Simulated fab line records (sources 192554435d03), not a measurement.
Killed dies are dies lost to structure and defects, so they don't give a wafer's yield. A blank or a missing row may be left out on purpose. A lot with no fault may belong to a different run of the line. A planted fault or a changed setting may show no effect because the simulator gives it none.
Struck lot and sound lot, side by side	flow n5Finfet	21 out of 1938 route steps
Sound: wafers L879.1, L879.3, L879.4. Wafers L882.1, L882.2, L882.4 were the ones struck. Last of all comes the cause.
Per side, at each step with rows, come the tool, then ch with its chambers, and then its first start. Under that, the readings that differ: sound wafers	struck wafers	difference of the means	sigmas: that difference in standard deviations of wafers without a fault.
alike: readings with means less than 2 such deviations apart, plus words and numbers identical on both sides. not compared: withheld readings, readings lacking a value on some wafer, bounds such as >300 that could conceal the same value, and numbers that have no deviation in the record and whose values overlap.
The two part at a step that has a row with sigmas, a row that says differs or no value, or rows on one side only. When numbers do not overlap yet have no deviation, they are printed without sigmas and do not part them. A reading that every wafer of one side lacks parts them only if that side has two wafers or more.

first, 8 steps without rows for these wafers: N5_BEOL_M7_DESCUM_16 (chemistry O2, time 7.9 s); N5_BEOL_M7_ETCH_61 (etches SiARC in CF4, target depth 45.5 nm, time 75.8 s); N5_BEOL_M7_ETCH_62 (etches SOC in N2/H2, target depth 110 nm, overetch 22 nm, time 165 s); N5_BEOL_M7_STRIP_68 (strips in N2/H2); N5_BEOL_M7_STRIP_67 (strips in CF4); N5_BEOL_M7_HM_OPEN_17 (chemistry Cl2/BCl3, target TiN, target depth 20 nm, overetch 6 nm); N5_BEOL_M7_STRIP_19 (strips in O2); N5_BEOL_M7_COAT_63 (time 60 s, resist thk 60 nm).
N5_BEOL_M7_COAT_64: time 60 s, resist thk 12 nm.
  sound on lithoTrack-03 ch 0, day 9 14:53; struck on lithoTrack-03 ch 0, day 10 18:38
reading	sound	struck	difference	sigmas
spinSpeedRpm (rpm)	1500.0 1500.5 1499.2	1436.0 1435.7 1436.9	-63.7	-64
model.SiARC_of_BEOL_M7_COAT_64.thkNm (nm)	12 12 12	12.4 12.4 12.4	+0.4	
then, 9 steps without rows for these wafers: N5_BEOL_M7_COAT_71 (time 60 s, resist thk 5 nm); N5_BEOL_M7_COAT_22 (resist thk 30 nm); N5_BEOL_M7_EBR_24; N5_BEOL_M7_SOFTBAKE_23 (time 60 s); N5_BEOL_M7_EXPOSE_25 (exposes mask V6, target cd 40 nm); N5_BEOL_M7_PEB_26 (peb time 60 s); N5_BEOL_M7_DEVELOP_27 (develop time 30 s); N5_BEOL_M7_DESCUM_33 (chemistry O2, time 7 s); N5_BEOL_M7_ETCH_72 (etches underlayer in N2/H2, target depth 6.5 nm, time 5.2 s).
N5_BEOL_M7_ETCH_65: etches SiARC in CF4, target depth 15.6 nm, time 26 s.
  sound on rieDiel-01 ch 0,3, day 9 15:27; struck on rieDiel-03 ch 1,2,3, day 10 19:33
reading	sound	struck	difference	sigmas
etchRfOnTimeS (s)	25.9 24.8 26.1	26.7 26.7 27.2	+1.3	+3
model.etch.depthNm (nm)	12.04 12.02 12.05	12.33 12.33 12.35	+0.30	
  alike: drypumpMotorCurrentA, oesProductAu, rfVppV, showerheadPlenumPTorr, throttleValvePct
  not compared: rfHoursCounterH
then, 1 step without rows for these wafers: N5_BEOL_M7_ETCH_66 (etches SOC in N2/H2, target depth 80 nm, overetch 16 nm, time 120 s).
-- a jump in the record: the struck wafers' starts before and after are 3 days apart (it breaks off in module BEOL_M7 and resumes in module PASSIVATION, where the first step shown is number 1936 of the route) --
N5_PASSIVATION_PROBE_49:
  only the struck wafers here have rows in the record (prober-01, day 14 04:38); the sound ones have none

== WHERE THEY PART ==
Earliest at N5_BEOL_M7_COAT_64; latest, in this record, at N5_PASSIVATION_PROBE_49.

WHY: what had been put in by the simulator
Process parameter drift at N5_BEOL_M7_COAT_64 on lithoTrack-03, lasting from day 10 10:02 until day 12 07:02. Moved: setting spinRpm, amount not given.
